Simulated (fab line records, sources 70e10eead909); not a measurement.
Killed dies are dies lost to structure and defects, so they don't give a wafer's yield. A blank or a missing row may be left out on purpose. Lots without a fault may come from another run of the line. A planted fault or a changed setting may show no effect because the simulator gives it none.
Chamber matching | flow nand_harc | NHARC_A_STAIRCASE_DEP_325 on pecvd-03: 3 sister chambers
The step deposits SiO2, target thk 3800 nm. 3 wafers are shown with their chamber, then 11 later ones without.

WAFERS WITH THEIR CHAMBER
wafer  | chamber | heater_power_w (W)
L089.6 | 0       | 619
L088.5 | 2       | 539
L090.1 | 1       | 754

WAFERS WITHOUT THEIR CHAMBER
wafer  | heater_power_w (W)
L090.2 | 580
L090.6 | 626
L092.4 | 542
L092.5 | 631
L092.6 | 622
L094.1 | 671
L094.2 | 656
L094.3 | 740
L095.2 | 666
L095.4 | 537
L095.6 | 632

WHICH CHAMBER EACH WENT THROUGH
wafer  | from the rows above     | in truth
L090.2 | can't be placed: 0 or 2 | 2
L090.6 | 0                       | 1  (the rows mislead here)
L092.4 | 2                       | 2
L092.5 | 0                       | 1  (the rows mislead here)
L092.6 | 0                       | 0
L094.1 | can't be placed: 0 or 1 | 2
L094.2 | 0                       | 0
L094.3 | 1                       | 1
L095.2 | can't be placed: 0 or 1 | 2
L095.4 | 2                       | 2
L095.6 | 0                       | 0
Placed correctly: 6 of 11. Can't be placed from these rows: 3 (the true chamber is among the candidates in 1). Placed wrongly: 2.
How it was worked out, from the rows above alone: a wafer's distance from a chamber is the root of the sum, over the readings, of the square of ((its reading less the chamber's mean) divided by the reading's scatter). The wafer belongs to the nearest chamber; if the next one is less than 2 further off, it can't be placed. A chamber's mean is the mean of its shown wafers. The scatter: with one shown wafer a chamber, the root of the mean of the squares of how far each hidden wafer lies from its nearest shown one.
